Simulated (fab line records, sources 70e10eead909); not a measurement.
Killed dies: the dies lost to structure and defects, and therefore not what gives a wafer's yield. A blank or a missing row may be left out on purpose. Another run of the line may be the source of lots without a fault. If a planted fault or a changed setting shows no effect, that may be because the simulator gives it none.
fab line records | flow nandHarc
record: lots: 6 wafers: 18 lastDay: 23
route steps=1159 shown THIN_TSV@1120 END@1159
lots untouched by any fault: they come from a run of this same line in which no faults occurred
startH: hours from the record's first day to the start of the lot's first wafer shown | waitH: time in hours since the lot's previous step | " as in the row above | L1.1+2: one row covering several wafers at once | - no value, or no start given | * or withheld: withheld | < > ~ a bound
route shown NAME@n: a module of which the file shows steps, and the number in the route of the first | usual: the fault-free wafers' mean and standard deviation | same: alike in all rows | chamber/n: place in a boat | sites: per-site readings | _std_site: their standard deviation | _edge_site: mean of outer sites minus mean of inner sites | radiusMm: how far each site lies from the wafer's centre | mask NAME#n: copy n | behind: the last tool/chamber to shape the wafer | hold: cause of the lot's hold/its duration in hours/its outcome | device: the n, p or np transistor that did not switch | end of line: the tests these same wafers got at the end of their route | where a step has no rows: the recipe by itself | killed: dies lost to structure and defects at the first sort, not the wafer's yield | map: shows each die of a wafer: x if killed, . if not, _ if none is there
set.NAME: the setting the step ran with; set.NAME@STEP: the setting that earlier step ran with | model.NAME: the simulator's own value behind a step, which no gauge read
certain route steps with their lots: each step a table, each wafer a row
services: a tool's chamber out of use, with start hour (startH, from the record's first day; less than 0 if before it), hours out, and reason
== steps ==
step: NHARC_THIN_TSV_ETCH_15
recipe: targetDepthA: 30000 boschTargetOveretchCycles: 2 boschEtchStepS: 2.8 boschDepStepS: 1.2 boschCycles: 14
step: NHARC_THIN_TSV_CD_MEAS_16
usual: cdNm: 1000.2/1.7
columns lot.wafer tool chamber startH waitH cdNm
L112.1 cdSem-03 - 433.26 0.1 996.0
L112.4 " - " " 997.8
L112.6 " - " " 1001.2
L117.1 cdSem-03 - 440.89 0.1 998.9
L117.3 " - " " 1003.1
L117.4 " - " " 999.2
L121.1 cdSem-01 - 501.18 0.1 998.3
L121.2 " - " " 999.0
L121.6 " - " " 998.6
L125.1 cdSem-02 - 502.29 0.1 999.2
L125.3 " - " " 1003.2
L125.4 " - " " 1002.0
L123.2 cdSem-01 - 514.04 0.1 998.1
L123.5 " - " " 1002.4
L123.6 " - " " 999.9
L131.1 cdSem-02 - 530.27 0.1 1001.3
L131.2 " - " " 999.0
L131.6 " - " " 999.1
step: NHARC_THIN_TSV_STRIP_45
recipe: powerW: 1500 tempC: 250 chemistry: O2
step: NHARC_THIN_TSV_STRIP_46
recipe: timeS: 1200 tempC: 72.5 chemistry: postEtchResidueRemover
step: NHARC_THIN_TSV_DEP_47
recipe: targetThkA: 2000 tempC: withheld pressureTorr: 6.5 rfW: 900 teosFlowSccm: 161.4 flowSccm: 2650 targetThkNm: 200 gas: O2 material: SiO2
step: NHARC_THIN_TSV_ETCHBACK_48
recipe: targetDepthA: 10285 overEtchFrac: 0.3 timeS: 405.17 ionEnergyEv: 250 c4f8FlowSccm: withheld arFlowSccm: withheld rfW: 600 biasW: 300 chemistry: C4F8/Ar
step: NHARC_THIN_TSV_STRIP_62
recipe: powerW: 1500 tempC: 250 timeS: 20 chemistry: N2/H2
usual: drypumpMotorCurrentA: 5.7/0.31 heaterPowerW: 347/34 rfReflPowerW: 24/7
same: timeS: 20
columns lot.wafer tool chamber startH waitH drypumpMotorCurrentA heaterPowerW rfHoursCounterH rfReflPowerW
L112.1 plasmaAsher-01 0 434.92 - 6.0 331 58 30
L112.4 " 1 " " 5.5 348 - 15
L112.6 " 1 " " 5.4 335 - 15
L117.1 plasmaAsher-02 1 442.62 - 5.3 337 19 32
L117.4 " 0 " " 6.0 413 - 21
L117.3 " 1 " " 5.3 337 - 31
L121.2 plasmaAsher-02 0 503.09 - 6.0 419 41 21
L121.1 " 1 " " 5.3 344 41 33
L121.6 " 1 " " 5.3 332 - 32
L125.1 plasmaAsher-01 1 504.06 - 5.4 331 13 16
L125.4 " 1 " " 5.4 330 - 16
L125.3 " 0 " " 6.0 327 - 31
L123.2 plasmaAsher-01 1 516.34 - 5.5 327 18 15
L123.6 " 0 " " 6.0 324 - 31
L123.5 " 1 " " 5.4 334 - 15
L131.1 plasmaAsher-02 0 531.91 - 6.0 415 52 21
L131.2 " 1 " " 5.3 331 52 31
L131.6 " 1 " " 5.3 335 - 32
step: NHARC_THIN_TSV_DEGAS_49
recipe: tempC: 300 timeS: 120
step: NHARC_THIN_TSV_PRE_CLEAN_50
recipe: timeS: 30 tempC: 280 gas: H2/He
usual: heaterPowerW: 402/35
same: timeS: 30
columns lot.wafer tool chamber startH waitH heaterPowerW
L112.4 pvdSputter-02 - - - 382
L112.1 " - " " 529
L112.6 " - " " 382
L117.3 pvdSputter-02 - - - 391
L117.4 " - " " 382
L117.1 " - " " 509
L121.1 pvdSputter-02 - - - 387
L121.2 " - " " 411
L121.6 " - " " 414
L125.4 pvdSputter-01 - - - 436
L125.3 " - " " 407
L125.1 " - " " 361
L123.2 pvdSputter-03 - - - 410
L123.6 " - " " 390
L123.5 " - " " 402
L131.1 pvdSputter-03 - - - 396
L131.2 " - " " 389
L131.6 " - " " 395
step: NHARC_THIN_TSV_PVD_19
recipe: targetThkA: 200 chamberPressurePa: 5 material: TaN
usual: throttleValvePct: 29.2/0.59
columns lot.wafer tool chamber startH waitH throttleValvePct
L112.4 pvdSputter-02 - - - 28.9
L112.1 " - " " 29.4
L112.6 " - " " 28.9
L117.1 pvdSputter-02 - - - 29.2
L117.3 " - " " 29.5
L117.4 " - " " 28.9
L121.2 pvdSputter-02 - - - 29.6
L121.1 " - " " 29.8
L121.6 " - " " 29.5
L125.1 pvdSputter-01 - - - 30.4
L125.4 " - " " 28.4
L125.3 " - " " 29.5
L123.2 pvdSputter-03 - - - 29.6
L123.6 " - " " 28.4
L123.5 " - " " 28.6
L131.2 pvdSputter-03 - - - 29.4
L131.1 " - " " 28.4
L131.6 " - " " 29.7
step: NHARC_THIN_TSV_PVD_51
recipe: targetThkA: 1000 chamberPressurePa: 5 material: Cu
usual: throttleValvePct: 29.2/0.61
columns lot.wafer tool chamber startH waitH throttleValvePct
L112.4 pvdSputter-02 - - - 29.5
L112.1 " - " " 28.7
L112.6 " - " " 29.5
L117.1 pvdSputter-02 - - - 29.6
L117.4 " - " " 29.5
L117.3 " - " " 29.6
L121.1 pvdSputter-02 - - - 29.9
L121.2 " - " " 29.6
L121.6 " - " " 28.8
L125.4 pvdSputter-01 - - - 28.4
L125.3 " - " " 29.3
L125.1 " - " " 30.7
L123.2 pvdSputter-03 - - - 29.3
L123.6 " - " " 28.7
L123.5 " - " " 29.3
L131.1 pvdSputter-03 - - - 29.2
L131.2 " - " " 29.5
L131.6 " - " " 29.7
step: NHARC_THIN_TSV_ECD_20
recipe: targetThkA: 20000 material: Cu
step: NHARC_THIN_TSV_ANNEAL_52
recipe: tempC: 225 timeS: 90
usual: annealTempC: 225.00/0.19 annealTempCMax: 226.5/0.36 timeS: 90/0 wafer_temp_C_max: 225.98/0.28
columns lot.wafer tool chamber startH waitH annealTempC annealTempCMax timeS wafer_temp_C_max
L112.1 rtpAnneal-01 0 436.26 0.6 224.90 226.3 90 226.31
L112.4 " 0 " " 224.71 225.8 90 225.89
L112.6 " 0 " " 224.85 226.0 90 226.30
L117.1 rtpAnneal-01 0 443.93 0.6 224.93 226.3 90 226.29
L117.3 " 0 " " 224.94 226.4 90 226.73
L117.4 " 0 " " 225.05 226.3 90 225.99
L121.1 rtpAnneal-01 - 504.47 0.6 - - - -
L121.2 " - " " - - - -
L121.6 " - " " - - - -
L125.1 rtpAnneal-01 - 505.51 0.7 - - - -
L125.3 " - " " - - - -
L125.4 " - " " - - - -
L123.2 rtpAnneal-01 0 517.72 0.6 224.97 226.2 90 225.92
L123.5 " 0 " " 224.95 226.0 90 225.81
L123.6 " 0 " " 225.11 226.3 90 225.67
L131.1 rtpAnneal-02 0 533.43 0.5 224.90 226.8 90 225.58
L131.2 " 0 " " 225.09 226.5 90 226.00
L131.6 " 0 " " 224.96 226.8 90 225.69
step: NHARC_THIN_TSV_CMP_21
recipe: tOverpolishS: 30 targetThkNm: 2000
usual: motorCurrentA: 12.0/1.4 overpolishRunS: 30.001/0.0079 padLifeWafers: 268/170
columns lot.wafer tool chamber startH waitH motorCurrentA overpolishRunS padLifeWafers
L112.4 cmp-03 2 436.60 - 14.2 30.003 474
L112.1 " 3 " " 12.1 29.998 475
L112.6 " 2 " " 13.4 29.983 -
L117.1 cmp-01 3 444.28 - 14.3 30.008 384
L117.3 " 0 " " 10.7 30.008 385
L117.4 " 1 " " 12.5 29.990 386
L121.2 cmp-02 1 504.82 - 11.3 29.992 408
L121.1 " 0 " " 10.3 30.001 411
L121.6 " 1 " " 11.5 30.008 -
L125.3 cmp-02 3 505.85 - 11.2 30.001 414
L125.1 " 0 " " 10.1 29.999 415
L125.4 " 2 " " 13.6 30.021 417
L123.2 cmp-02 0 518.01 - 9.8 30.003 516
L123.5 " 0 " " 9.7 29.993 -
L123.6 " 1 " " 11.9 30.007 -
L131.1 cmp-02 0 533.78 - 10.0 30.005 60
L131.2 " 1 " " 10.9 30.000 61
L131.6 " 0 " " 10.1 29.993 -
step: NHARC_END_SORT_01
recipe: tempC: 25
usual: defectLimitedYield: 96.2/1.3 killedAtArray: 21/8.9 killedAtOther: 0.8/1.3 killedAtPeriphery: 3.6/2.4 killedDies: 26/8.9 killedOpen: 3.1/1.8 killedShort: 1.9/1.3 sort_bin_2_pct: 1.2/0.54 sort_bin_3_pct: 0.21/0.17 sort_bin_4_pct: 2.4/0.91 sortNPass: 651/8.9 sortRimYieldPct: 95.0/2.8 sortYieldPct: 96.2/1.3
same: grossDies: 677 sort_bin_5_pct[%]: 0 sort_bin_6_pct[%]: 0 sort_bin_7_pct[%]: 0 sort_bin_8_pct[%]: 0 sortRimNGross: 106.00
columns lot.wafer tool chamber startH waitH defectLimitedYield[%] killedAtArray killedAtOther killedAtPeriphery killedDies killedOpen killedShort sort_bin_2_pct[%] sort_bin_3_pct[%] sort_bin_4_pct[%] sortNPass sortRimYieldPct[%] sortYieldPct[%]
L112.1 prober-01 0 446.10 2.5 95.7 28 0 1 29 2 1 0.6 0.44 3.2 648 98.1 95.7
L112.4 prober-01 0 448.56 3.5 97.3 17 0 1 18 1 0 1.2 0.15 1.3 659 94.3 97.3
L112.6 prober-01 0 450.20 4.1 95.6 29 0 1 30 2 2 1.5 0.30 2.7 647 96.2 95.6
L117.1 prober-01 0 454.05 2.5 96.8 15 0 7 22 3 1 1.2 0.30 1.8 655 94.3 96.8
L117.3 prober-01 0 455.68 3.1 96.8 18 0 4 22 5 1 1.0 0.15 2.1 655 94.3 96.8
L117.4 prober-01 0 456.49 3.4 96.9 20 0 1 21 1 3 0.7 0.15 2.2 656 92.5 96.9
L125.1 prober-01 0 515.71 2.5 97.8 13 0 2 15 1 3 1.3 0.15 0.7 662 97.2 97.8
L125.3 prober-01 0 517.32 3.1 96.5 12 1 11 24 1 3 1.0 0.30 2.2 653 95.3 96.5
L125.4 prober-01 0 518.13 3.4 97.0 15 1 4 20 1 1 0.9 0.30 1.8 657 96.2 97.0
killed by level:class
L112.1 A_CHANNEL_HOLE_D1:chamberFilmFlake=17 A_CONTACT:chamberFilmFlake=5 A_STAIRCASE:chamberFilmFlake=2 A_CHANNEL_FILL_D1:geometricParticle:open=1 A_CHANNEL_FILL_D1:geometricParticle:short=1 A_M0:geometricParticle:open=1 P_ZERO_WELL:chamberFilmFlake=1 A_SLIT:chamberFilmFlake=1
L112.4 A_CHANNEL_HOLE_D1:chamberFilmFlake=12 A_STAIRCASE:chamberFilmFlake=2 A_CONTACT:chamberFilmFlake=2 P_STI:geometricParticle:open=1 A_M0:chamberFilmFlake=1
L112.6 A_CHANNEL_HOLE_D1:chamberFilmFlake=14 A_CONTACT:chamberFilmFlake=4 A_CHANNEL_FILL_D1:chamberFilmFlake=3 A_STAIRCASE:chamberFilmFlake=3 P_CONTACT:geometricParticle:open=1 A_SOURCE_PLATE:geometricParticle:short=1 A_CHANNEL_FILL_D1:geometricParticle:short=1 A_CONTACT:geometricParticle:open=1
L117.1 A_CONTACT:chamberFilmFlake=4 P_M1:chamberFilmFlake=3 A_STAIRCASE:chamberFilmFlake=3 P_ZERO_WELL:chamberFilmFlake=2 A_CHANNEL_HOLE_D1:chamberFilmFlake=2 A_SLIT:chamberFilmFlake=2 P_M0:geometricParticle:open=1 A_ONON_D1:geometricParticle:open=1
L117.3 A_SLIT:chamberFilmFlake=6 A_STAIRCASE:chamberFilmFlake=3 A_CONTACT:geometricParticle:open=2 P_M1:chamberFilmFlake=2 A_CHANNEL_HOLE_D1:chamberFilmFlake=2 A_CONTACT:chamberFilmFlake=2 P_CONTACT:geometricParticle:open=1 A_ONON_D1:geometricParticle:short=1
L117.4 A_SLIT:chamberFilmFlake=9 A_STAIRCASE:chamberFilmFlake=3 A_CONTACT:chamberFilmFlake=3 A_CHANNEL_FILL_D1:geometricParticle:short=2 A_ONON_D1:geometricParticle:open=1 A_CHANNEL_HOLE_D1:geometricParticle:short=1 P_ZERO_WELL:chamberFilmFlake=1 A_CHANNEL_HOLE_D1:chamberFilmFlake=1
L125.1 A_CHANNEL_HOLE_D1:chamberFilmFlake=6 A_CONTACT:chamberFilmFlake=4 P_M0:geometricParticle:short=1 A_ONON_D1:geometricParticle:short=1 A_CONTACT:geometricParticle:short=1 A_CONTACT:geometricParticle:open=1 P_ZERO_WELL:chamberFilmFlake=1
L125.3 P_M2:chamberFilmFlake=8 A_CONTACT:chamberFilmFlake=4 P_ZERO_WELL:chamberFilmFlake=2 A_CHANNEL_HOLE_D1:chamberFilmFlake=2 P_M0:geometricParticle:short=1 A_SGD_CUT:geometricParticle:short=1 A_SGD_CUT:geometricParticle:open=1 A_M1:geometricParticle:short=1
L125.4 A_CONTACT:chamberFilmFlake=6 A_CHANNEL_HOLE_D1:chamberFilmFlake=4 P_M2:chamberFilmFlake=3 A_WL_FILL:chamberFilmFlake=2 P_CONTACT:geometricParticle:short=1 A_CONTACT:geometricParticle:open=1 A_ZERO_WELL:chamberFilmFlake=1 A_STAIRCASE:chamberFilmFlake=1
== services ==
columns tool chamber startH hours kind
plasmaAsher-02 - 413.71 21.1 repair
cmp-02 - 419.80 3.5 repair
cmp-01 - 424.06 0.9 repair
cmp-02 - 427.28 - consumableReplace:conditioner
cmp-02 - 427.28 - consumableReplace:pad
cmp-03 - 430.90 0.9 repair
cmp-02 - 440.91 2.0 repair
cmp-03 - 450.03 4.0 pm
plasmaAsher-01 - 453.23 9.0 pm
plasmaAsher-01 0 453.23 9.0 ventCycle
plasmaAsher-01 1 453.23 9.0 ventCycle
cmp-01 - 455.80 2.8 repair
pvdSputter-03 - 458.00 10.0 pm
plasmaAsher-01 0 462.23 - clean
plasmaAsher-01 1 462.23 - clean
cmp-01 - 473.50 4.0 pm
cmp-01 - 487.74 0.3 repair
pvdSputter-02 - 495.66 7.5 repair
pvdSputter-01 - 514.37 10.0 pm
cmp-01 - 516.01 1.7 repair
cmp-03 - 516.46 0.2 repair
cmp-02 - 521.28 4.0 pm
cmp-02 - 525.28 - consumableReplace:conditioner
cmp-02 - 525.28 - consumableReplace:pad
== key ==
firstSign: step: NHARC_THIN_TSV_ANNEAL_52 reading: toolRecord direction: missing
effect none on later readings
metAt NHARC_THIN_TSV_ANNEAL_52
struckWafers L121.1,L121.2,L121.6,L125.1,L125.3,L125.4
onsetBetween 443.93 504.47
fault: kind: skippedStepWhole tool: rtpAnneal-01 chamber: - onsetH: 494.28 steps: NHARC_THIN_TSV_ANNEAL_52 scope: struckLotsOnly
